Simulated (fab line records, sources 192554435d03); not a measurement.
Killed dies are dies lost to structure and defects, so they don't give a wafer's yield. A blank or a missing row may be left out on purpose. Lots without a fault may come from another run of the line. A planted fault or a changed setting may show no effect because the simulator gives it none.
One fault seen from 3 desks | flow n5_finfet | each desk has only its own numbers; what lay behind them comes last

THE METROLOGY DESK
What the gauges read, lot by lot, whatever tool the lot ran on: means of the sampled wafers that have a number. A lot is out of limits, marked OUT, if its mean lies more than 4 standard deviations from the usual mean; the brackets give that distance.
Columns: A = cd_nm at N5_BEOL_M9_CD_MEAS_28, usual 69.84 nm; B = V8_OVL at N5_BEOL_M9_OVL_MEAS_29, usual 0.3 nm
lot  | first seen here | A     | B
L348 | day 14 21:09    | 69.50 | 0.2
L355 | day 15 12:41    | 70.20 | 0.3
L365 | day 18 04:39    | 69.88 | 1.0
L364 | day 19 03:29    | 69.87 | -0.6
L366 | day 19 09:53    | 69.93 | 0.1
This desk's finding: nothing out of limits on any of the 5 lots.

THE TOOL OWNER'S DESK: rie_diel-02
The tool's own readings at N5_BEOL_M9_ETCH_66 (etches SOC in N2/H2, target depth 80 nm, overetch 16 nm, time 120 s): means of the sampled wafers that have a number, for each lot that ran on this tool. A lot is out of limits, marked OUT, if its mean lies more than 4 standard deviations from the usual mean; the brackets give that distance.
Columns: A = bias_w at N5_BEOL_M9_ETCH_66, usual 149.9 W; B = drypump_motor_current_A at N5_BEOL_M9_ETCH_66, usual 5.6 A; C = oes_product_au at N5_BEOL_M9_ETCH_66, usual 0.61 a.u.; D = rf_vpp_V at N5_BEOL_M9_ETCH_66, usual 524.4 V; E = showerhead_plenum_p_Torr at N5_BEOL_M9_ETCH_66, usual 2.57 Torr; F = throttle_valve_pct at N5_BEOL_M9_ETCH_66, usual 17.9 %
lot  | first seen here | A                | B   | C    | D                | E    | F
L348 | day 14 21:21    | 149.7            | 5.2 | 0.68 | 525.2            | 2.59 | 18.0
L355 | day 15 12:53    | 150.4            | 5.9 | 0.64 | 526.2            | 2.63 | 17.7
L364 | day 19 04:00    | 145.7 (-9.4) OUT | 5.4 | 0.61 | 512.5 (-4.4) OUT | 2.54 | 18.4
This desk's finding: out of limits on L364; first on L364, day 19 04:00 (bias_w at N5_BEOL_M9_ETCH_66). In limits: L348, L355.

THE DEFECT DESK
What the inspections along the route counted, lot by lot: means of the sampled wafers that have a number. A lot is out of limits, marked OUT, if its mean lies more than 4 standard deviations from the usual mean; the brackets give that distance.
Columns: A = raw_defect_count at N5_BEOL_M9_INSPECT_30, usual 413
lot  | first seen here | A
L348 | day 14 21:14    | 408
L355 | day 15 12:47    | 443
L365 | day 18 04:44    | 352
L364 | day 19 03:35    | 345
L366 | day 19 09:59    | 382
This desk's finding: nothing out of limits on any of the 5 lots.

PUT TOGETHER
The tool owner's desk could have raised an alarm at day 19 04:00, on L364.
The metrology desk saw nothing out of limits.
The defect desk saw nothing out of limits.
The metrology desk has L364 on record, within its limits.
The defect desk has L364 on record, within its limits.
Of the lots named, all ran N5_BEOL_M9_ETCH_66 on rie_diel-02.

WHAT THE SIMULATOR HAD PUT IN
Process parameter drift: rie_diel-02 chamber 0, from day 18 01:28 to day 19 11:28, at N5_BEOL_M9_ETCH_66. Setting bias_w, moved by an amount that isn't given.
Lots struck among those shown: L364.
Hours from the fault's start to each desk's first reading out of limits: the tool owner's desk, 27.
